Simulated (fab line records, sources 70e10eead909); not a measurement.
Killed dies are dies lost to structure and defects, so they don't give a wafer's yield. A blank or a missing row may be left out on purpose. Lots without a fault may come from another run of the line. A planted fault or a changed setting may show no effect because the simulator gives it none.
Which tool did it? | flow nand_harc | 24 lots, 72 wafers sampled, at 4 steps of a route of 1159

WHAT THE GAUGES READ, wafer by wafer
NHARC_P_M2_OVL_MEAS_10: pitch 340 nm. Usual: overlay_x_nm 0.2 nm, standard deviation 0.77; overlay_y_nm -0.5 nm, standard deviation 0.85.
lot  | measured     | on         | overlay_x_nm (nm) | overlay_y_nm (nm) | flag
L074 | day 6 00:02  | overlay-02 | 0.4 -0.4 -0.2     | -1.3 -1.7 -2.2    |
L075 | day 6 12:25  | overlay-02 | -0.4 -0.1 -0.1    | 0.8 1.0 0.4       |
L076 | day 6 18:49  | overlay-01 | 0.3 -0.1 0.5      | -0.9 -0.8 -1.2    |
L077 | day 7 00:50  | overlay-01 | 0.7 1.1 0.2       | 0.4 0.8 0.7       |
L078 | day 7 04:30  | overlay-02 | 0.4 0.5 0.4       | -2.0 -2.0 -1.7    |
L079 | day 7 08:59  | overlay-02 | -0.4 -0.1 0.1     | -1.6 -1.8 -1.5    |
L080 | day 7 20:22  | overlay-01 | 0.3 -0.2 -0.2     | -0.5 -1.2 -1.0    |
L082 | day 8 04:04  | overlay-02 | -0.8 -0.1 -0.4    | -0.3 -1.0 -0.6    |
L081 | day 8 04:49  | overlay-02 | -0.1 0.7 0.5      | -1.8 -1.5 -1.6    |
L083 | day 8 05:20  | overlay-01 | 1.5 1.1 1.7       | 0.9 0.7 0.2       |
L085 | day 8 16:41  | overlay-01 | 1.1 0.9 1.2       | -0.7 -0.9 0.0     |
L084 | day 8 16:53  | overlay-02 | 0.7 0.7 0.6       | 0.0 -0.1 -0.4     |
L087 | day 9 06:29  | overlay-02 | 1.8 1.9 2.1       | -0.6 -1.0 -1.0    |
L086 | day 9 06:40  | overlay-01 | -0.3 -0.2 -0.4    | -0.6 -0.2 -0.3    |
L088 | day 9 13:13  | overlay-01 | 1.4 1.2 0.8       | -0.5 -1.0 -0.5    |
L090 | day 9 19:44  | overlay-01 | -1.8 -1.7 -1.2    | 0.2 0.5 0.1       |
L089 | day 10 09:34 | overlay-01 | -0.8 -0.8 -0.9    | -0.1 -0.3 0.0     |
L092 | day 10 10:50 | overlay-02 | 0.1 0.3 0.1       | -1.8 -1.2 -2.0    |
L091 | day 10 12:52 | overlay-02 | 0.0 -0.1 -0.1     | 0.1 0.0 -0.5      |
L093 | day 10 22:06 | overlay-02 | 1.1 0.5 0.5       | -0.7 -0.9 -0.4    |
L094 | day 11 00:59 | overlay-02 | 0.4 -0.1 0.3      | -0.1 -0.1 0.2     |
L095 | day 11 10:23 | overlay-02 | 0.3 0.1 0.0       | -0.2 -0.1 -0.3    |
L096 | day 11 15:59 | overlay-01 | 0.7 1.2 0.2       | 1.3 0.8 1.1       |
L097 | day 11 16:44 | overlay-01 | 0.9 1.5 0.9       | -0.5 -0.9 -0.5    |

NHARC_P_M2_THK_MEAS_24: measures by xrf. Usual: thk_nm 143.6 nm, standard deviation 1.7.
lot  | measured     | on            | thk_nm (nm)       | flag
L074 | day 6 02:48  | film_metro-02 | 143.6 145.6 145.0 |
L075 | day 6 14:59  | film_metro-01 | 145.7 142.0 145.2 |
L076 | day 6 21:20  | film_metro-01 | 144.1 145.6 143.9 |
L077 | day 7 03:22  | film_metro-01 | 145.4 143.2 145.5 |
L078 | day 7 07:02  | film_metro-02 | 141.7 141.5 142.9 |
L079 | day 7 11:59  | film_metro-02 | 142.5 144.2 140.4 |
L080 | day 7 23:10  | film_metro-01 | 144.9 145.5 141.3 |
L082 | day 8 06:36  | film_metro-01 | 144.6 144.3 145.8 |
L081 | day 8 07:32  | film_metro-02 | 147.7 144.8 146.1 |
L083 | day 8 08:05  | film_metro-02 | 145.5 143.0 143.9 |
L085 | day 8 19:15  | film_metro-02 | 143.7 142.7 143.8 |
L084 | day 8 19:32  | film_metro-01 | 145.3 143.5 144.4 |
L087 | day 9 09:00  | film_metro-02 | 145.1 146.5 146.1 |
L086 | day 9 09:10  | film_metro-02 | 144.0 143.4 140.8 |
L088 | day 9 15:44  | film_metro-02 | 145.4 145.7 147.8 |
L090 | day 9 22:16  | film_metro-01 | 140.3 144.1 143.1 |
L089 | day 10 12:05 | film_metro-01 | 142.2 143.2 144.9 |
L092 | day 10 13:23 | film_metro-02 | 142.9 144.0 143.0 |
L091 | day 10 15:23 | film_metro-01 | 142.5 141.8 143.2 |
L093 | day 11 00:37 | film_metro-01 | 142.5 143.9 143.4 |
L094 | day 11 03:30 | film_metro-01 | 142.9 141.7 141.6 |
L095 | day 11 12:59 | film_metro-01 | 143.9 141.0 144.3 |
L096 | day 11 18:58 | film_metro-02 | 141.4 142.6 144.9 |
L097 | day 11 19:17 | film_metro-02 | 146.5 142.6 144.2 |

WHICH TOOL RAN EACH LOT (tool, then ch and the chambers of the sampled wafers, then the start)
lot  | NHARC_P_M1_PRE_CLEAN_32         | NHARC_P_M2_ANNEAL_31
L074 | pecvd-02 ch 0,1,2, day 5 22:39  | rtp_anneal-02 ch 0, day 6 02:11
L075 | pecvd-02 ch 0,1,2, day 6 11:09  | rtp_anneal-01 ch 0, day 6 14:29
L076 | pecvd-02 ch 0,1,2, day 6 17:24  | rtp_anneal-02 ch 0, day 6 20:41
L077 | pecvd-03 ch 0,2, day 6 23:23    | rtp_anneal-01 ch 0, day 7 02:48
L078 | pecvd-03 ch 0,1, day 7 02:58    | rtp_anneal-02 ch 0, day 7 06:28
L079 | pecvd-03 ch 0,1, day 7 07:24    | rtp_anneal-01 ch 0, day 7 11:20
L080 | pecvd-03 ch 0,1,2, day 7 18:57  | rtp_anneal-02 ch 0, day 7 22:29
L082 | pecvd-02 ch 0,1,2, day 8 02:40  | rtp_anneal-01 ch 0, day 8 06:02
L081 | pecvd-02 ch 0,1,2, day 8 03:26  | rtp_anneal-01 ch 0, day 8 06:53
L083 | pecvd-03 ch 0,1,2, day 8 04:02  | rtp_anneal-02 ch 0, day 8 07:28
L085 | pecvd-02 ch 0,1,2, day 8 15:17  | rtp_anneal-02 ch 0, day 8 18:35
L084 | pecvd-03 ch 0,1,2, day 8 15:30  | rtp_anneal-01 ch 0, day 8 18:53
L087 | pecvd-03 ch 0,1, day 9 04:53    | rtp_anneal-02 ch 0, day 9 08:21
L086 | pecvd-02 ch 0,2, day 9 05:14    | rtp_anneal-01 ch 0, day 9 08:31
L088 | pecvd-02 ch 0,1, day 9 11:50    | rtp_anneal-02 ch 0, day 9 15:05
L090 | pecvd-01 ch 0,1, day 9 18:28    | rtp_anneal-02 ch 0, day 9 21:39
L089 | pecvd-02 ch 0,2, day 10 08:05   | rtp_anneal-01 ch 0, day 10 11:26
L092 | pecvd-02 ch 1,2, day 10 09:34   | rtp_anneal-01 ch 0, day 10 12:50
L091 | pecvd-03 ch 0,1, day 10 11:29   | rtp_anneal-01 ch 0, day 10 14:46
L093 | pecvd-03 ch 0,1, day 10 20:42   | rtp_anneal-01 ch 0, day 11 00:01
L094 | pecvd-02 ch 0,1,2, day 10 23:44 | rtp_anneal-01 ch 0, day 11 02:53
L095 | pecvd-03 ch 0,1, day 11 09:04   | rtp_anneal-02 ch 0, day 11 12:20
L096 | pecvd-03 ch 0,2, day 11 14:40   | rtp_anneal-02 ch 0, day 11 18:25
L097 | pecvd-03 ch 0,2, day 11 15:26   | rtp_anneal-02 ch 0, day 11 18:38
- NHARC_P_M1_PRE_CLEAN_32: time 12 s.
- NHARC_P_M2_ANNEAL_31: time 90 s.

WHAT THE TOOLS THEMSELVES READ (means of the sampled wafers that have a number; where no wafer has one, the mark that the record gives instead)
NHARC_P_M1_PRE_CLEAN_32. Usual: heater_power_w 647 W, standard deviation 74.
lot  | tool     | heater_power_w (W) | flag
L074 | pecvd-02 | 659                |
L075 | pecvd-02 | 660                |
L076 | pecvd-02 | 681                |
L077 | pecvd-03 | 681                |
L078 | pecvd-03 | 571                |
L079 | pecvd-03 | 579                |
L080 | pecvd-03 | 641                |
L082 | pecvd-02 | 677                |
L081 | pecvd-02 | 683                |
L083 | pecvd-03 | 669                |
L085 | pecvd-02 | 641                |
L084 | pecvd-03 | 619                |
L087 | pecvd-03 | 589                |
L086 | pecvd-02 | 684                |
L088 | pecvd-02 | 644                |
L090 | pecvd-01 | 587                |
L089 | pecvd-02 | 661                |
L092 | pecvd-02 | 622                |
L091 | pecvd-03 | 577                |
L093 | pecvd-03 | 603                |
L094 | pecvd-02 | 680                |
L095 | pecvd-03 | 575                |
L096 | pecvd-03 | 717                |
L097 | pecvd-03 | 659                |

NHARC_P_M2_ANNEAL_31. Usual: wafer_temp_C_max 225.9, standard deviation 0.36.
lot  | tool          | wafer_temp_C_max | flag
L074 | rtp_anneal-02 | 225.9            |
L075 | rtp_anneal-01 | 226.2            |
L076 | rtp_anneal-02 | 225.6            |
L077 | rtp_anneal-01 | 226.4            |
L078 | rtp_anneal-02 | 225.6            |
L079 | rtp_anneal-01 | 226.0            |
L080 | rtp_anneal-02 | 225.7            |
L082 | rtp_anneal-01 | 226.5            |
L081 | rtp_anneal-01 | 226.1            |
L083 | rtp_anneal-02 | 225.6            |
L085 | rtp_anneal-02 | 225.5            |
L084 | rtp_anneal-01 | 225.8            |
L087 | rtp_anneal-02 | 225.5            |
L086 | rtp_anneal-01 | 226.1            |
L088 | rtp_anneal-02 | 225.6            |
L090 | rtp_anneal-02 | 225.9            |
L089 | rtp_anneal-01 | 226.1            |
L092 | rtp_anneal-01 | 226.1            |
L091 | rtp_anneal-01 | 226.2            |
L093 | rtp_anneal-01 | 226.3            |
L094 | rtp_anneal-01 | 226.0            |
L095 | rtp_anneal-02 | 225.5            |
L096 | rtp_anneal-02 | 225.6            |
L097 | rtp_anneal-02 | 225.9            |

THE ANSWER, worked out from the rows above alone
Rule: a lot is off if the mean of its wafers that have a number lies more than 3 standard deviations from the usual mean. A lot without any number at a reading at which 4 lots or more have one is off too. The other lots that the step has rows for count as sound. The gauges are gone through in route order, then the tools' own readings, and for those a lot's mean is taken as printed above. The first step at which some lot is off is used, and at that step the reading that is off furthest; a lot without a number counts as furthest.
No lot is off at any reading shown: from this, nothing can be told.

WHAT THE SIMULATOR HAD PUT IN
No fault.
